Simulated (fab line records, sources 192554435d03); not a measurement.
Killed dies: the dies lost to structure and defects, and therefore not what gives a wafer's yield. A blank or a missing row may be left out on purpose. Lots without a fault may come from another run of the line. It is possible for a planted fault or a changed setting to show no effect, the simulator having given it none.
A struck lot beside a sound one || flow n5Finfet || 23 steps out of a route of 1938
Sound: wafers L909.4, L909.5, L909.6. Struck: wafers L911.3, L911.4, L911.6. Last of all comes the cause.
Each step with rows lists, per side, the tool, then ch with its chambers, then its first start. Under that, the readings that differ: sound wafers || struck wafers || difference of the means || sigmas: that difference in standard deviations of wafers without a fault.
alike: readings whose means differ by less than 2 such deviations, and words and numbers that are the same on both sides. not compared: withheld readings, readings that some wafer has no value for, bounds like >300 that may hide the same value, and numbers for which the record gives no deviation and whose values overlap.
The two part at a step that has a row with sigmas, a row that says differs or no value, or rows on one side only. Non-overlapping numbers with no deviation appear without sigmas and do not part them. A reading that every wafer of one side lacks parts them only if that side has two wafers or more.

first, 4 steps without rows for these wafers: N5_WELL_APT_EXPOSE_05 (exposes mask NWELL, defocus 0 nm, target cd 200 nm); N5_WELL_APT_PEB_06 (peb time 90 s); N5_WELL_APT_DEVELOP_07 (develop time 45 s); N5_WELL_APT_HARDBAKE_12 (time 120 s).
N5_WELL_APT_CD_MEAS_08: the cd target is 200 nm.
  sound on cdSem-01 ch 0, day 4 19:34; struck on cdSem-01 ch 0, day 5 07:41
  alike: cdNm
N5_WELL_APT_OVL_MEAS_09:
  sound on overlay-02 ch 0, day 4 19:35; struck on overlay-01 ch 0, day 5 07:43
  alike: NWELL_OVL
N5_WELL_APT_INSPECT_10: inspects for defects (macro).
  sound on defectInspect-02, day 4 19:37; struck on defectInspect-02, day 5 07:44
  alike: rawDefectCount
N5_WELL_APT_DESCUM_13: chemistry O2, time 7.9 s.
  sound on rieDiel-01 ch 0,1,2, day 4 19:39; struck on rieDiel-01 ch 1,2,3, day 5 07:47
  alike: drypumpMotorCurrentA, oesProductAu, rfVppV, showerheadPlenumPTorr, throttleValvePct
  not compared: rfHoursCounterH
then, 4 steps without rows for these wafers: N5_WELL_APT_IMPLANT_14; N5_WELL_APT_IMPLANT_15; N5_WELL_APT_STRIP_16 (strips in SPM, time 900 s); N5_WELL_APT_HMDS_18 (time 60 s).
N5_WELL_APT_COAT_19: resist thk 950 nm.
  sound on lithoTrack-05 ch 0, day 4 20:25; struck on lithoTrack-05, day 5 08:34
  no value came back on the struck wafers for chillPlateTempC (C), dispensePressureKPa (kPa), resistLineTempC (C), spinSpeedRpm (rpm); on the sound wafers chillPlateTempC (C) reads 23.04 22.98 23.12
then, 6 steps without rows for these wafers: N5_WELL_APT_EBR_21; N5_WELL_APT_SOFTBAKE_20 (time 60 s); N5_WELL_APT_EXPOSE_22 (exposes mask PWELL, defocus 0 nm, target cd 200 nm); N5_WELL_APT_PEB_23 (peb time 90 s); N5_WELL_APT_DEVELOP_24 (develop time 45 s); N5_WELL_APT_HARDBAKE_29 (time 120 s).
N5_WELL_APT_CD_MEAS_25: the cd target is 200 nm.
  sound on cdSem-03 ch 0, day 4 20:41; struck on cdSem-02 ch 0, day 5 08:50
{"reading": "cdNm (nm)", "sound": "200.5 197.8 197.1", "struck": "- - -", "difference": "no value on the struck wafers", "sigmas": ""}
N5_WELL_APT_OVL_MEAS_26:
  sound on overlay-01 ch 0, day 4 20:43; struck on overlay-01 ch 0, day 5 08:51
{"reading": "PWELL_OVL (nm)", "sound": "-12 -7 -7", "struck": "- - -", "difference": "no value on the struck wafers", "sigmas": ""}
N5_BEOL_M4_RC_MEAS_101:
  the record has rows for the sound wafers here (prober-01 ch 0, day 11 06:41) and none for the struck ones
-- here the record skips 11 days between the struck wafers' starts before and after, leaving off in module BEOL_M4 and picking up in module PASSIVATION (first step shown: number 1936 of the route) --
N5_PASSIVATION_PROBE_49:
  the record has rows for the struck wafers here (prober-02, day 16 16:49) and none for the sound ones

## WHERE THEY PART
Earliest at N5_WELL_APT_COAT_19; latest, in this record, at N5_PASSIVATION_PROBE_49.

WHY: whatever the simulator had introduced
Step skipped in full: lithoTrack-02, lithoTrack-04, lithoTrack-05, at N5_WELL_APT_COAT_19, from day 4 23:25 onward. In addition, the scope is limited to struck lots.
